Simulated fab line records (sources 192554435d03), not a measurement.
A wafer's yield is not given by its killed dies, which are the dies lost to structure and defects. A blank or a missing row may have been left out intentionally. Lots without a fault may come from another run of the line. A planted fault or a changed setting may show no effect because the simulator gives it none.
Chamber matching | flow n5_finfet | 4 sister chambers for N5_BEOL_M9_VIA_ETCH_34 on rie_diel-03
The step etches SiCOH lowk in C4F6/O2, target depth 182.4 nm, time 68.4 s. 14 wafers are shown with their chamber, then 6 later ones without.

== WAFERS WITH THEIR CHAMBER ==
wafer  | chamber | showerhead_plenum_p_Torr (Torr) | rf_vpp_V (V) | throttle_valve_pct (%)
L863.2 | 1       | 2.92                            | 641          | 20.84
L863.3 | 0       | 2.83                            | 665          | 21.36
L863.5 | 0       | 2.83                            | 667          | 21.37
L870.1 | 0       | 2.83                            | 665          | 21.39
L870.2 | 2       | 2.86                            | 655          | 20.85
L870.6 | 2       | 2.86                            | 656          | 20.86
L876.1 | 1       | 2.91                            | 642          | 20.88
L876.3 | 3       | 2.99                            | 649          | 21.12
L876.4 | 2       | 2.86                            | 656          | 20.89
L875.1 | 0       | 2.82                            | 666          | 21.41
L875.2 | 2       | 2.86                            | 656          | 20.87
L875.3 | 3       | 2.99                            | 648          | 21.15
L878.1 | 2       | 2.86                            | 657          | 20.90
L878.2 | 3       | 2.99                            | 649          | 21.15

SIGNATURES (means of the wafers above)
reading                  | chamber 0 | chamber 1 | chamber 2 | chamber 3 | scatter within a chamber
showerhead_plenum_p_Torr | 2.8275    | 2.9150    | 2.8600    | 2.9900    | 0.00354
rf_vpp_V                 | 665.75    | 641.50    | 656.00    | 648.67    | 0.769
throttle_valve_pct       | 21.3825   | 20.8600   | 20.8740   | 21.1400   | 0.0214
Rule: for a wafer and a chamber, the distance is found by dividing, reading by reading, the gap between the wafer's reading and the chamber's mean by the reading's scatter, squaring, summing and taking the root. If the next closest chamber is less than 2 further off than the closest, the wafer can't be placed; otherwise it belongs to the closest. The scatter: the root of (the sum of the squares of (reading less its chamber's mean) over the shown wafers, divided by (wafers less chambers)).

== WAFERS WITH NO CHAMBER GIVEN ==
wafer  | showerhead_plenum_p_Torr (Torr) | rf_vpp_V (V) | throttle_valve_pct (%)
L883.2 | 2.90                            | 641          | 20.90
L883.4 | 2.85                            | 656          | 20.90
L883.5 | 2.98                            | 650          | 21.18
L885.2 | 2.98                            | 648          | 21.17
L885.3 | 2.90                            | 640          | 20.90
L885.5 | 2.81                            | 663          | 21.43

== EACH ONE'S CHAMBER ==
wafer  | from the rows above | in truth
L883.2 | 1                   | 1
L883.4 | 2                   | 2
L883.5 | 3                   | 3
L885.2 | 3                   | 3
L885.3 | 1                   | 1
L885.5 | 0                   | 0
Correct placement for 6 of the 6. Left unplaced by these rows: 0. 0 placed wrongly.
